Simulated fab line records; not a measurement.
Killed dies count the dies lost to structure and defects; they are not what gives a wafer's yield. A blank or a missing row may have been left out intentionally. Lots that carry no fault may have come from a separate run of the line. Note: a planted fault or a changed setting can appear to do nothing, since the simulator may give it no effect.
fab line records / flow nand-harc
[record] lots = 15 wafers = 43 last-day = 24
route steps=1159 shown A_CONTACT@907
lots that met no fault: taken from a fault-free run of the same line
start-h: hours from the record's first day to the start of the lot's first wafer shown / wait-h: hours elapsed since this lot's preceding step / " unchanged from the row above / L1.1+2: a single row standing in for several wafers / - no value, or no start was given / * or withheld: withheld / < > ~ a bound
route shown NAME@n: a module of which the file shows steps, and the number in the route of the first / usual: average and standard deviation across the fault-free wafers / same: alike in all rows / chamber/n: place in a boat / sites: readings site by site / _std_site: standard deviation across them / _edge_site: the outer-site mean with the inner-site mean subtracted / radius-mm: how far each site lies from the wafer's centre / mask NAME#n: copy n / behind: the most recent tool/chamber to have shaped the wafer / hold: why the lot was held/for how many hours/how that ended / device: transistor that didn't switch, given as n, p or np / end of line: tests of these same wafers at the route's end / a step without rows: its recipe alone / killed: at the first sort, the dies lost to defects and structure; wafer yield is something else / map: the dies of a wafer, with x for killed, . for not killed, _ for no die there
set.NAME: the setting the step ran with; set.NAME@STEP: the setting that earlier step ran with / model.NAME: the simulator's own value behind a step, which no gauge read
a sample of lots followed through the steps of the route, with each step as a table and each wafer as a row
services: the hour from which a tool's chamber was out of use, counted from the record's first day as start-h (under 0 if before that day), plus the number of hours and why
[[steps]]
[step NHARC_A_CONTACT_ETCH_127]
[recipe] source-w = withheld pressure-mtorr = 20 bias-v = 1200 time-s = 155 target-depth-a = 9560 ar-flow-sccm = withheld c4f8-flow-sccm = withheld o2-flow-sccm = withheld chemistry = C4F8/O2/Ar
lot.wafer=L350.1 tool=har-cap-etch-03 chamber=0 start-h=375.36 wait-h=0.1 rf-hours-counter-h=83
lot.wafer=L350.3 tool=har-cap-etch-03 chamber=1 start-h=375.36 wait-h=0.1 rf-hours-counter-h=-
lot.wafer=L350.6 tool=har-cap-etch-03 chamber=1 start-h=375.36 wait-h=0.1 rf-hours-counter-h=-
lot.wafer=L351.2 tool=har-cap-etch-01 chamber=1 start-h=384.26 wait-h=0.1 rf-hours-counter-h=55
lot.wafer=L351.3 tool=har-cap-etch-01 chamber=1 start-h=384.26 wait-h=0.1 rf-hours-counter-h=-
lot.wafer=L351.5 tool=har-cap-etch-01 chamber=1 start-h=384.26 wait-h=0.1 rf-hours-counter-h=-
lot.wafer=L355.2 tool=har-cap-etch-02 chamber=1 start-h=409.97 wait-h=0.1 rf-hours-counter-h=15
lot.wafer=L355.4 tool=har-cap-etch-02 chamber=1 start-h=409.97 wait-h=0.1 rf-hours-counter-h=-
lot.wafer=L355.3 tool=har-cap-etch-02 chamber=0 start-h=409.97 wait-h=0.1 rf-hours-counter-h=-
lot.wafer=L354.2 tool=har-cap-etch-03 chamber=1 start-h=418.81 wait-h=0.1 rf-hours-counter-h=89
lot.wafer=L354.4 tool=har-cap-etch-03 chamber=1 start-h=418.81 wait-h=0.1 rf-hours-counter-h=-
lot.wafer=L354.5 tool=har-cap-etch-03 chamber=1 start-h=418.81 wait-h=0.1 rf-hours-counter-h=-
lot.wafer=L356.2 tool=har-cap-etch-03 chamber=0 start-h=423.84 wait-h=0.1 rf-hours-counter-h=91
lot.wafer=L356.3 tool=har-cap-etch-03 chamber=0 start-h=423.84 wait-h=0.1 rf-hours-counter-h=-
lot.wafer=L356.5 tool=har-cap-etch-03 chamber=1 start-h=423.84 wait-h=0.1 rf-hours-counter-h=-
lot.wafer=L357.1 tool=har-cap-etch-01 chamber=0 start-h=425.99 wait-h=0.1 rf-hours-counter-h=61
lot.wafer=L357.3 tool=har-cap-etch-01 chamber=0 start-h=425.99 wait-h=0.1 rf-hours-counter-h=-
lot.wafer=L357.5 tool=har-cap-etch-01 chamber=0 start-h=425.99 wait-h=0.1 rf-hours-counter-h=-
lot.wafer=L358.1 tool=har-cap-etch-02 chamber=0 start-h=435.43 wait-h=0.1 rf-hours-counter-h=20
lot.wafer=L358.3 tool=har-cap-etch-02 chamber=0 start-h=435.43 wait-h=0.1 rf-hours-counter-h=-
lot.wafer=L358.5 tool=har-cap-etch-02 chamber=0 start-h=435.43 wait-h=0.1 rf-hours-counter-h=-
lot.wafer=L360.4 tool=har-cap-etch-01 chamber=1 start-h=436.21 wait-h=0.1 rf-hours-counter-h=-
lot.wafer=L360.3 tool=har-cap-etch-01 chamber=0 start-h=436.21 wait-h=0.1 rf-hours-counter-h=-
lot.wafer=L360.6 tool=har-cap-etch-01 chamber=1 start-h=436.21 wait-h=0.1 rf-hours-counter-h=-
lot.wafer=L361.1 tool=har-cap-etch-01 chamber=0 start-h=457.48 wait-h=0.1 rf-hours-counter-h=66
lot.wafer=L361.2 tool=har-cap-etch-01 chamber=1 start-h=457.48 wait-h=0.1 rf-hours-counter-h=66
lot.wafer=L361.4 tool=har-cap-etch-01 chamber=1 start-h=457.48 wait-h=0.1 rf-hours-counter-h=-
lot.wafer=L359.1 tool=har-cap-etch-02 chamber=0 start-h=457.89 wait-h=0.1 rf-hours-counter-h=23
lot.wafer=L359.3 tool=har-cap-etch-02 chamber=0 start-h=457.89 wait-h=0.1 rf-hours-counter-h=-
lot.wafer=L359.6 tool=har-cap-etch-02 chamber=1 start-h=457.89 wait-h=0.1 rf-hours-counter-h=-
lot.wafer=L363.2 tool=har-cap-etch-03 chamber=1 start-h=463.06 wait-h=0.1 rf-hours-counter-h=98
lot.wafer=L363.3 tool=har-cap-etch-03 chamber=0 start-h=463.06 wait-h=0.1 rf-hours-counter-h=-
lot.wafer=L363.5 tool=har-cap-etch-03 chamber=0 start-h=463.06 wait-h=0.1 rf-hours-counter-h=-
lot.wafer=L366.2 tool=har-cap-etch-02 chamber=1 start-h=472.34 wait-h=0.2 rf-hours-counter-h=27
lot.wafer=L366.5 tool=har-cap-etch-02 chamber=0 start-h=472.34 wait-h=0.2 rf-hours-counter-h=-
lot.wafer=L370.2 tool=har-cap-etch-03 chamber=1 start-h=502.48 wait-h=0.1 rf-hours-counter-h=106
lot.wafer=L370.4 tool=har-cap-etch-03 chamber=0 start-h=502.48 wait-h=0.1 rf-hours-counter-h=-
lot.wafer=L371.1 tool=har-cap-etch-01 chamber=1 start-h=507.16 wait-h=0.1 rf-hours-counter-h=77
lot.wafer=L371.3 tool=har-cap-etch-01 chamber=0 start-h=507.16 wait-h=0.1 rf-hours-counter-h=-
lot.wafer=L371.4 tool=har-cap-etch-01 chamber=1 start-h=507.16 wait-h=0.1 rf-hours-counter-h=-
lot.wafer=L373.2 tool=har-cap-etch-02 chamber=1 start-h=513.14 wait-h=0.2 rf-hours-counter-h=35
lot.wafer=L373.4 tool=har-cap-etch-02 chamber=1 start-h=513.14 wait-h=0.2 rf-hours-counter-h=-
lot.wafer=L373.5 tool=har-cap-etch-02 chamber=1 start-h=513.14 wait-h=0.2 rf-hours-counter-h=-
[step NHARC_A_CONTACT_SOFTBAKE_03]
[recipe] temp-c = 105 time-s = 55
[usual] heater-power-total-W = 188.45/0.14
lot.wafer=L350.1 tool=litho-track-01 chamber=0 start-h=380 wait-h=- heater-power-total-W=188.37
lot.wafer=L350.3 tool=litho-track-01 chamber=0 start-h=380 wait-h=- heater-power-total-W=188.35
lot.wafer=L350.6 tool=litho-track-01 chamber=0 start-h=380 wait-h=- heater-power-total-W=188.74
lot.wafer=L351.2 tool=litho-track-01 chamber=0 start-h=388 wait-h=- heater-power-total-W=188.69
lot.wafer=L351.3 tool=litho-track-01 chamber=0 start-h=388 wait-h=- heater-power-total-W=188.35
lot.wafer=L351.5 tool=litho-track-01 chamber=0 start-h=388 wait-h=- heater-power-total-W=188.37
lot.wafer=L355.2 tool=litho-track-06 chamber=0 start-h=417 wait-h=- heater-power-total-W=188.44
lot.wafer=L355.3 tool=litho-track-06 chamber=0 start-h=417 wait-h=- heater-power-total-W=188.39
lot.wafer=L355.4 tool=litho-track-06 chamber=0 start-h=417 wait-h=- heater-power-total-W=188.34
lot.wafer=L354.2 tool=litho-track-04 chamber=0 start-h=423 wait-h=- heater-power-total-W=188.48
lot.wafer=L354.4 tool=litho-track-04 chamber=0 start-h=423 wait-h=- heater-power-total-W=188.66
lot.wafer=L354.5 tool=litho-track-04 chamber=0 start-h=423 wait-h=- heater-power-total-W=188.75
lot.wafer=L356.2 tool=litho-track-06 chamber=0 start-h=428 wait-h=- heater-power-total-W=188.43
lot.wafer=L356.3 tool=litho-track-06 chamber=0 start-h=428 wait-h=- heater-power-total-W=188.68
lot.wafer=L356.5 tool=litho-track-06 chamber=0 start-h=428 wait-h=- heater-power-total-W=188.67
lot.wafer=L357.1 tool=litho-track-01 chamber=0 start-h=430 wait-h=- heater-power-total-W=188.46
lot.wafer=L357.3 tool=litho-track-01 chamber=0 start-h=430 wait-h=- heater-power-total-W=188.66
lot.wafer=L357.5 tool=litho-track-01 chamber=0 start-h=430 wait-h=- heater-power-total-W=188.58
lot.wafer=L358.1 tool=litho-track-04 chamber=0 start-h=439 wait-h=- heater-power-total-W=188.59
lot.wafer=L358.3 tool=litho-track-04 chamber=0 start-h=439 wait-h=- heater-power-total-W=188.37
lot.wafer=L358.5 tool=litho-track-04 chamber=0 start-h=439 wait-h=- heater-power-total-W=188.47
lot.wafer=L360.3 tool=litho-track-04 chamber=0 start-h=442 wait-h=- heater-power-total-W=188.69
lot.wafer=L360.4 tool=litho-track-04 chamber=0 start-h=442 wait-h=- heater-power-total-W=188.32
lot.wafer=L360.6 tool=litho-track-04 chamber=0 start-h=442 wait-h=- heater-power-total-W=188.30
lot.wafer=L361.1 tool=litho-track-01 chamber=0 start-h=464 wait-h=- heater-power-total-W=188.45
lot.wafer=L361.2 tool=litho-track-01 chamber=0 start-h=464 wait-h=- heater-power-total-W=188.41
lot.wafer=L361.4 tool=litho-track-01 chamber=0 start-h=464 wait-h=- heater-power-total-W=188.35
lot.wafer=L359.1 tool=litho-track-06 chamber=0 start-h=466 wait-h=- heater-power-total-W=188.76
lot.wafer=L359.3 tool=litho-track-06 chamber=0 start-h=466 wait-h=- heater-power-total-W=188.45
lot.wafer=L359.6 tool=litho-track-06 chamber=0 start-h=466 wait-h=- heater-power-total-W=188.30
lot.wafer=L363.2 tool=litho-track-04 chamber=0 start-h=471 wait-h=- heater-power-total-W=188.43
lot.wafer=L363.3 tool=litho-track-04 chamber=0 start-h=471 wait-h=- heater-power-total-W=188.32
lot.wafer=L363.5 tool=litho-track-04 chamber=0 start-h=471 wait-h=- heater-power-total-W=188.72
lot.wafer=L366.2 tool=litho-track-04 chamber=0 start-h=477 wait-h=- heater-power-total-W=209.57
lot.wafer=L366.5 tool=litho-track-04 chamber=0 start-h=477 wait-h=- heater-power-total-W=188.41
lot.wafer=L370.2 tool=litho-track-04 chamber=0 start-h=506 wait-h=- heater-power-total-W=209.35
lot.wafer=L370.4 tool=litho-track-04 chamber=0 start-h=506 wait-h=- heater-power-total-W=209.45
lot.wafer=L371.1 tool=litho-track-04 chamber=0 start-h=511 wait-h=- heater-power-total-W=188.28
lot.wafer=L371.3 tool=litho-track-04 chamber=0 start-h=511 wait-h=- heater-power-total-W=188.33
lot.wafer=L371.4 tool=litho-track-04 chamber=0 start-h=511 wait-h=- heater-power-total-W=209.66
lot.wafer=L373.2 tool=litho-track-01 chamber=0 start-h=518 wait-h=- heater-power-total-W=188.72
lot.wafer=L373.4 tool=litho-track-01 chamber=0 start-h=518 wait-h=- heater-power-total-W=188.43
lot.wafer=L373.5 tool=litho-track-01 chamber=0 start-h=518 wait-h=- heater-power-total-W=188.56
[step NHARC_A_CONTACT_OVL_MEAS_09]
[usual] overlay-x-nm = 0.0/0.94 overlay-y-nm = -0.1/0.77
lot.wafer=L350.1 tool=overlay-01 chamber=- start-h=381.22 wait-h=- overlay-x-nm=-0.3 overlay-y-nm=1.1
lot.wafer=L350.3 tool=overlay-01 chamber=- start-h=381.22 wait-h=- overlay-x-nm=-0.7 overlay-y-nm=1.5
lot.wafer=L350.6 tool=overlay-01 chamber=- start-h=381.22 wait-h=- overlay-x-nm=0.1 overlay-y-nm=1.3
lot.wafer=L351.2 tool=overlay-02 chamber=- start-h=389.49 wait-h=- overlay-x-nm=-0.2 overlay-y-nm=-0.1
lot.wafer=L351.3 tool=overlay-02 chamber=- start-h=389.49 wait-h=- overlay-x-nm=0.4 overlay-y-nm=0.1
lot.wafer=L351.5 tool=overlay-02 chamber=- start-h=389.49 wait-h=- overlay-x-nm=1.1 overlay-y-nm=-0.2
lot.wafer=L355.2 tool=overlay-01 chamber=- start-h=418.14 wait-h=- overlay-x-nm=-0.5 overlay-y-nm=1.0
lot.wafer=L355.3 tool=overlay-01 chamber=- start-h=418.14 wait-h=- overlay-x-nm=-0.9 overlay-y-nm=0.4
lot.wafer=L355.4 tool=overlay-01 chamber=- start-h=418.14 wait-h=- overlay-x-nm=-0.5 overlay-y-nm=0.5
lot.wafer=L354.2 tool=overlay-01 chamber=- start-h=423.47 wait-h=- overlay-x-nm=-1.5 overlay-y-nm=-1.7
lot.wafer=L354.4 tool=overlay-01 chamber=- start-h=423.47 wait-h=- overlay-x-nm=-1.7 overlay-y-nm=-2.4
lot.wafer=L354.5 tool=overlay-01 chamber=- start-h=423.47 wait-h=- overlay-x-nm=-2.2 overlay-y-nm=-2.0
lot.wafer=L356.2 tool=overlay-02 chamber=- start-h=428.42 wait-h=- overlay-x-nm=0.8 overlay-y-nm=-1.1
lot.wafer=L356.3 tool=overlay-02 chamber=- start-h=428.42 wait-h=- overlay-x-nm=0.5 overlay-y-nm=-0.4
lot.wafer=L356.5 tool=overlay-02 chamber=- start-h=428.42 wait-h=- overlay-x-nm=0.5 overlay-y-nm=-0.9
lot.wafer=L357.1 tool=overlay-01 chamber=- start-h=431.44 wait-h=- overlay-x-nm=-0.4 overlay-y-nm=-0.5
lot.wafer=L357.3 tool=overlay-01 chamber=- start-h=431.44 wait-h=- overlay-x-nm=-0.3 overlay-y-nm=-0.4
lot.wafer=L357.5 tool=overlay-01 chamber=- start-h=431.44 wait-h=- overlay-x-nm=-0.3 overlay-y-nm=-1.0
lot.wafer=L358.1 tool=overlay-01 chamber=- start-h=440.43 wait-h=- overlay-x-nm=-0.2 overlay-y-nm=-0.5
lot.wafer=L358.3 tool=overlay-01 chamber=- start-h=440.43 wait-h=- overlay-x-nm=0.3 overlay-y-nm=-0.3
lot.wafer=L358.5 tool=overlay-01 chamber=- start-h=440.43 wait-h=- overlay-x-nm=-0.8 overlay-y-nm=-0.5
lot.wafer=L360.3 tool=overlay-01 chamber=- start-h=443.42 wait-h=- overlay-x-nm=-0.4 overlay-y-nm=-0.2
lot.wafer=L360.4 tool=overlay-01 chamber=- start-h=443.42 wait-h=- overlay-x-nm=-0.3 overlay-y-nm=-0.5
lot.wafer=L360.6 tool=overlay-01 chamber=- start-h=443.42 wait-h=- overlay-x-nm=-0.7 overlay-y-nm=-0.2
lot.wafer=L361.1 tool=overlay-01 chamber=- start-h=465.40 wait-h=- overlay-x-nm=-0.6 overlay-y-nm=0.0
lot.wafer=L361.2 tool=overlay-01 chamber=- start-h=465.40 wait-h=- overlay-x-nm=-1.1 overlay-y-nm=0.5
lot.wafer=L361.4 tool=overlay-01 chamber=- start-h=465.40 wait-h=- overlay-x-nm=-0.4 overlay-y-nm=0.3
lot.wafer=L359.1 tool=overlay-01 chamber=- start-h=466.63 wait-h=- overlay-x-nm=2.5 overlay-y-nm=0.8
lot.wafer=L359.3 tool=overlay-01 chamber=- start-h=466.63 wait-h=- overlay-x-nm=3.0 overlay-y-nm=0.5
lot.wafer=L359.6 tool=overlay-01 chamber=- start-h=466.63 wait-h=- overlay-x-nm=2.0 overlay-y-nm=1.0
lot.wafer=L363.2 tool=overlay-01 chamber=- start-h=471.91 wait-h=- overlay-x-nm=1.2 overlay-y-nm=0.0
lot.wafer=L363.3 tool=overlay-01 chamber=- start-h=471.91 wait-h=- overlay-x-nm=1.2 overlay-y-nm=0.5
lot.wafer=L363.5 tool=overlay-01 chamber=- start-h=471.91 wait-h=- overlay-x-nm=1.2 overlay-y-nm=0.0
lot.wafer=L366.2 tool=overlay-02 chamber=- start-h=478.17 wait-h=- overlay-x-nm=1.0 overlay-y-nm=-0.7
lot.wafer=L366.5 tool=overlay-02 chamber=- start-h=478.17 wait-h=- overlay-x-nm=1.3 overlay-y-nm=-0.4
lot.wafer=L370.2 tool=overlay-02 chamber=- start-h=507.00 wait-h=- overlay-x-nm=0.0 overlay-y-nm=-0.2
lot.wafer=L370.4 tool=overlay-02 chamber=- start-h=507.00 wait-h=- overlay-x-nm=-0.4 overlay-y-nm=0.4
lot.wafer=L371.1 tool=overlay-02 chamber=- start-h=511.77 wait-h=- overlay-x-nm=-0.2 overlay-y-nm=0.6
lot.wafer=L371.3 tool=overlay-02 chamber=- start-h=511.77 wait-h=- overlay-x-nm=-0.9 overlay-y-nm=0.5
lot.wafer=L371.4 tool=overlay-02 chamber=- start-h=511.77 wait-h=- overlay-x-nm=-1.0 overlay-y-nm=0.2
lot.wafer=L373.2 tool=overlay-02 chamber=- start-h=518.87 wait-h=- overlay-x-nm=-0.6 overlay-y-nm=-0.6
lot.wafer=L373.4 tool=overlay-02 chamber=- start-h=518.87 wait-h=- overlay-x-nm=0.0 overlay-y-nm=-0.7
lot.wafer=L373.5 tool=overlay-02 chamber=- start-h=518.87 wait-h=- overlay-x-nm=-0.2 overlay-y-nm=-0.1
[step NHARC_A_CONTACT_INSPECT_10]
[usual] raw-defect-count = 33/15
lot.wafer=L350.1 tool=defect-inspect-01 chamber=- start-h=381.26 wait-h=0.0 raw-defect-count=35
lot.wafer=L350.3 tool=defect-inspect-01 chamber=- start-h=381.26 wait-h=0.0 raw-defect-count=34
lot.wafer=L350.6 tool=defect-inspect-01 chamber=- start-h=381.26 wait-h=0.0 raw-defect-count=27
lot.wafer=L351.2 tool=defect-inspect-02 chamber=- start-h=389.53 wait-h=0.0 raw-defect-count=23
lot.wafer=L351.3 tool=defect-inspect-02 chamber=- start-h=389.53 wait-h=0.0 raw-defect-count=25
lot.wafer=L351.5 tool=defect-inspect-02 chamber=- start-h=389.53 wait-h=0.0 raw-defect-count=17
lot.wafer=L355.2 tool=defect-inspect-02 chamber=- start-h=418.18 wait-h=0.0 raw-defect-count=32
lot.wafer=L355.3 tool=defect-inspect-02 chamber=- start-h=418.18 wait-h=0.0 raw-defect-count=30
lot.wafer=L355.4 tool=defect-inspect-02 chamber=- start-h=418.18 wait-h=0.0 raw-defect-count=29
lot.wafer=L354.2 tool=defect-inspect-01 chamber=- start-h=423.51 wait-h=0.0 raw-defect-count=24
lot.wafer=L354.4 tool=defect-inspect-01 chamber=- start-h=423.51 wait-h=0.0 raw-defect-count=23
lot.wafer=L354.5 tool=defect-inspect-01 chamber=- start-h=423.51 wait-h=0.0 raw-defect-count=21
lot.wafer=L356.2 tool=defect-inspect-02 chamber=- start-h=428.46 wait-h=0.0 raw-defect-count=20
lot.wafer=L356.3 tool=defect-inspect-02 chamber=- start-h=428.46 wait-h=0.0 raw-defect-count=26
lot.wafer=L356.5 tool=defect-inspect-02 chamber=- start-h=428.46 wait-h=0.0 raw-defect-count=28
lot.wafer=L357.1 tool=defect-inspect-01 chamber=- start-h=431.47 wait-h=0.0 raw-defect-count=40
lot.wafer=L357.3 tool=defect-inspect-01 chamber=- start-h=431.47 wait-h=0.0 raw-defect-count=40
lot.wafer=L357.5 tool=defect-inspect-01 chamber=- start-h=431.47 wait-h=0.0 raw-defect-count=39
lot.wafer=L358.1 tool=defect-inspect-02 chamber=- start-h=440.47 wait-h=0.0 raw-defect-count=33
lot.wafer=L358.3 tool=defect-inspect-02 chamber=- start-h=440.47 wait-h=0.0 raw-defect-count=32
lot.wafer=L358.5 tool=defect-inspect-02 chamber=- start-h=440.47 wait-h=0.0 raw-defect-count=30
lot.wafer=L360.3 tool=defect-inspect-01 chamber=- start-h=443.46 wait-h=0.0 raw-defect-count=25
lot.wafer=L360.4 tool=defect-inspect-01 chamber=- start-h=443.46 wait-h=0.0 raw-defect-count=21
lot.wafer=L360.6 tool=defect-inspect-01 chamber=- start-h=443.46 wait-h=0.0 raw-defect-count=28
lot.wafer=L361.1 tool=defect-inspect-01 chamber=- start-h=465.44 wait-h=0.0 raw-defect-count=35
lot.wafer=L361.2 tool=defect-inspect-01 chamber=- start-h=465.44 wait-h=0.0 raw-defect-count=32
lot.wafer=L361.4 tool=defect-inspect-01 chamber=- start-h=465.44 wait-h=0.0 raw-defect-count=41
lot.wafer=L359.1 tool=defect-inspect-02 chamber=- start-h=466.66 wait-h=0.0 raw-defect-count=50
lot.wafer=L359.3 tool=defect-inspect-02 chamber=- start-h=466.66 wait-h=0.0 raw-defect-count=46
lot.wafer=L359.6 tool=defect-inspect-02 chamber=- start-h=466.66 wait-h=0.0 raw-defect-count=35
lot.wafer=L363.2 tool=defect-inspect-01 chamber=- start-h=471.95 wait-h=0.0 raw-defect-count=61
lot.wafer=L363.3 tool=defect-inspect-01 chamber=- start-h=471.95 wait-h=0.0 raw-defect-count=41
lot.wafer=L363.5 tool=defect-inspect-01 chamber=- start-h=471.95 wait-h=0.0 raw-defect-count=54
lot.wafer=L366.2 tool=defect-inspect-02 chamber=- start-h=478.21 wait-h=0.0 raw-defect-count=39
lot.wafer=L366.5 tool=defect-inspect-02 chamber=- start-h=478.21 wait-h=0.0 raw-defect-count=30
lot.wafer=L370.2 tool=defect-inspect-01 chamber=- start-h=507.04 wait-h=0.0 raw-defect-count=14
lot.wafer=L370.4 tool=defect-inspect-01 chamber=- start-h=507.04 wait-h=0.0 raw-defect-count=30
lot.wafer=L371.1 tool=defect-inspect-01 chamber=- start-h=511.81 wait-h=0.0 raw-defect-count=70
lot.wafer=L371.3 tool=defect-inspect-01 chamber=- start-h=511.81 wait-h=0.0 raw-defect-count=49
lot.wafer=L371.4 tool=defect-inspect-01 chamber=- start-h=511.81 wait-h=0.0 raw-defect-count=62
lot.wafer=L373.2 tool=defect-inspect-01 chamber=- start-h=518.91 wait-h=0.0 raw-defect-count=14
lot.wafer=L373.4 tool=defect-inspect-01 chamber=- start-h=518.91 wait-h=0.0 raw-defect-count=14
lot.wafer=L373.5 tool=defect-inspect-01 chamber=- start-h=518.91 wait-h=0.0 raw-defect-count=13
[[services]]
tool=har-cap-etch-03 chamber=- start-h=367.85 hours=0.5 kind=repair
tool=litho-track-01 chamber=- start-h=443.00 hours=7.0 kind=pm
tool=litho-track-06 chamber=- start-h=467.00 hours=7.0 kind=pm
tool=litho-track-04 chamber=- start-h=491.00 hours=7.0 kind=pm
[[key]]
[first-sign] step = NHARC_A_CONTACT_SOFTBAKE_03 reading = heater-power-total-W direction = up sigmas = 99+ usual = * struck = *
effect none on later readings
met-at NHARC_A_CONTACT_SOFTBAKE_03
struck-lots L366,L370,L371
struck-wafers L366.2,L370.2,L370.4,L371.4
tester-left-out L366,L370,L371
not-acting-at NHARC_A_CONTACT_ETCH_127,NHARC_A_CONTACT_OVL_MEAS_09,NHARC_A_CONTACT_INSPECT_10
onset-between 471 477
[fault] kind = process-parameter-drift tool = litho-track-04 chamber = - onset-h = 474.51 steps = NHARC_A_CONTACT_SOFTBAKE_03 channel = time-s offset = * shape = step end-h = 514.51 scope = struck-wafers-only acts-in = * stated = *
// tester-left-out: of these lots the tester's yield and bins aren't shown, on N5 and GAA mostly nor the transistor test; their killed dies are dies lost to structure and defects alone, not to doping, threshold or leakage, so they don't give the yield
